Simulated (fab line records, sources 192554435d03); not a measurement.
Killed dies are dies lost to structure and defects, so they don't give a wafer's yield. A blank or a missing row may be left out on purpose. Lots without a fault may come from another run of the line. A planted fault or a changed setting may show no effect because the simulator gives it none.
Split-lot experiment | flow n5_finfet | 7 lots, 39 wafers read, on a route of 1938 steps

THE SPLIT
At N5_DUMMY_GATE_ETCH_32 (etches SiO2 in CF4, target depth 3.5 nm, time 3.9 s), the setting time_s was moved away from the recipe's 3.9 s on 12 of the 39 wafers read, by -21.1% to +24.0%. The other wafers ran this setting at the recipe's value.

The reading is taken at the split's own step.

THE READING
etch.depth_nm (the simulator's own value, which no gauge read), in nm, at N5_DUMMY_GATE_ETCH_32 (etches SiO2 in CF4, target depth 3.5 nm, time 3.9 s). The file gives no usual value for it. The 27 wafers here that ran the recipe average 3.499 nm, standard deviation 0.062 nm.

wafer  | tool, chamber at the split | time_s as run, s | against the recipe | etch.depth_nm, nm | against lot-mates on the recipe
L075.1 | rie_si-02, 2               | 3.9              | recipe             | 3.587             | -
L075.2 | rie_si-02, 1               | 3.9              | recipe             | 3.574             | -
L075.3 | rie_si-02, 0               | 3.076            | -21.1%             | 2.83              | -0.754
L075.4 | rie_si-02, 3               | 3.076            | -21.1%             | 2.831             | -0.753
L075.5 | rie_si-02, 1               | 3.076            | -21.1%             | 2.835             | -0.749
L075.6 | rie_si-02, 0               | 3.9              | recipe             | 3.591             | -
L079.2 | rie_si-02, 3               | 3.9              | recipe             | 3.546             | -
L079.3 | rie_si-02, 0               | 3.9              | recipe             | 3.585             | -
L079.6 | rie_si-02, 3               | 3.9              | recipe             | 3.526             | -
L083.1 | rie_si-02, 3               | 3.9              | recipe             | 3.51              | -
L083.2 | rie_si-02, 2               | 3.9              | recipe             | 3.49              | -
L083.3 | rie_si-02, 0               | 3.9              | recipe             | 3.565             | -
L083.4 | rie_si-02, 1               | 3.9              | recipe             | 3.497             | -
L083.5 | rie_si-02, 1               | 3.9              | recipe             | 3.478             | -
L083.6 | rie_si-02, 2               | 3.9              | recipe             | 3.494             | -
L084.1 | rie_si-06, 2               | 3.9              | recipe             | 3.552             | -
L084.2 | rie_si-06, 0               | 3.9              | recipe             | 3.457             | -
L084.3 | rie_si-06, 3               | 3.9              | recipe             | 3.57              | -
L084.4 | rie_si-06, 1               | 3.9              | recipe             | 3.41              | -
L084.5 | rie_si-06, 1               | 3.9              | recipe             | 3.397             | -
L084.6 | rie_si-06, 0               | 3.9              | recipe             | 3.47              | -
L094.1 | rie_si-02, 1               | 3.9              | recipe             | 3.523             | -
L094.2 | rie_si-02, 0               | 3.383            | -13.3%             | 3.095             | -0.436
L094.3 | rie_si-02, 3               | 3.383            | -13.3%             | 3.099             | -0.432
L094.4 | rie_si-02, 2               | 3.9              | recipe             | 3.516             | -
L094.5 | rie_si-02, 1               | 3.383            | -13.3%             | 3.048             | -0.483
L094.6 | rie_si-02, 0               | 3.9              | recipe             | 3.555             | -
L096.1 | rie_si-05, 2               | 3.433            | -12.0%             | 2.915             | -0.503
L096.2 | rie_si-05, 0               | 3.9              | recipe             | 3.463             | -
L096.3 | rie_si-05, 1               | 3.9              | recipe             | 3.379             | -
L096.4 | rie_si-05, 3               | 3.9              | recipe             | 3.412             | -
L096.5 | rie_si-05, 0               | 3.433            | -12.0%             | 3.054             | -0.364
L096.6 | rie_si-05, 3               | 3.433            | -12.0%             | 2.998             | -0.420
L097.1 | rie_si-05, 2               | 4.836            | +24.0%             | 4.091             | +0.653
L097.2 | rie_si-05, 0               | 3.9              | recipe             | 3.45              | -
L097.3 | rie_si-05, 1               | 3.9              | recipe             | 3.431             | -
L097.4 | rie_si-05, 3               | 3.9              | recipe             | 3.432             | -
L097.5 | rie_si-05, 2               | 4.836            | +24.0%             | 4.056             | +0.618
L097.6 | rie_si-05, 3               | 4.836            | +24.0%             | 4.22              | +0.782

THE FIT
A straight line over all 39 wafers: etch.depth_nm changes by +0.0299 nm for each +1% of time_s; r = +0.97; the points scatter about the line by 0.075 nm.
The same after taking each lot's own level away (the mean of its wafers on the recipe; 39 wafers): +0.0321 nm for each +1%; r = +0.99; scatter 0.051 nm.
On that fit, the largest move of time_s shifts the reading by 0.77 nm.
The lots' own levels span 3.4180 to 3.5840 nm, that is 2.7 times the standard deviation above.
So the lot-to-lot level changes the slope little: the two slopes agree.
Check: with one of the wafers moved furthest among these (+24.0%) left out of the fit, the line predicts +0.776 nm for it against its lot-mates. It came out at +0.653 nm against them.

THE FILE'S OWN FIT
etch.depth_nm changes by +0.0324 nm for each +1% of time_s, r = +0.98.
